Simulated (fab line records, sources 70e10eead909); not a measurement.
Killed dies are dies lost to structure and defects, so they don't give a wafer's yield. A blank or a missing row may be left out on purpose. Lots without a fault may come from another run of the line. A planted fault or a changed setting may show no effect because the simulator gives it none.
Chamber matching | flow nand_harc | NHARC_P_GATE_ALD_36 on ald_sin-02: 4 sister chambers
The step deposits SiNx, target thk 20 nm, pulse time 60 s, ald cycles 223. 7 wafers are shown with their chamber, then 8 later ones without.

WAFERS WITH THEIR CHAMBER
wafer  | chamber | heater_power_w (W) | precursor_pulse_height_rel
L074.1 | 1       | 797                | 1.010
L080.2 | 2       | 862                | 1.017
L083.1 | 0       | 915                | 0.999
L085.3 | 3       | 971                | 1.004
L085.4 | 0       | 910                | 1.014
L085.5 | 3       | 947                | 1.003
L089.2 | 2       | 856                | 0.980

WAFERS WITHOUT THEIR CHAMBER
wafer  | heater_power_w (W) | precursor_pulse_height_rel
L089.1 | 922                | 0.995
L089.5 | 796                | 0.984
L092.1 | 904                | 1.000
L092.5 | 924                | 0.974
L092.6 | 932                | 0.980
L094.4 | 780                | 0.958
L094.3 | 831                | 1.005
L094.6 | 779                | 0.992

WHICH CHAMBER EACH WENT THROUGH
wafer  | from the rows above     | in truth
L089.1 | 0                       | 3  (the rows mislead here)
L089.5 | 1                       | 1
L092.1 | 0                       | 0
L092.5 | can't be placed: 0 or 3 | 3
L092.6 | can't be placed: 0 or 3 | 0
L094.4 | 1                       | 1
L094.3 | can't be placed: 2 or 1 | 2
L094.6 | 1                       | 1
Placed correctly: 4 of 8. Can't be placed from these rows: 3 (the true chamber is among the candidates in 3). Placed wrongly: 1.
How it was worked out, from the rows above alone: a wafer's distance from a chamber is the root of the sum, over the readings, of the square of ((its reading less the chamber's mean) divided by the reading's scatter). The wafer belongs to the nearest chamber; if the next one is less than 2 further off, it can't be placed. A chamber's mean is the mean of its shown wafers. The scatter: the root of (the sum of the squares of (reading less its chamber's mean) over the shown wafers, divided by (wafers less chambers)).
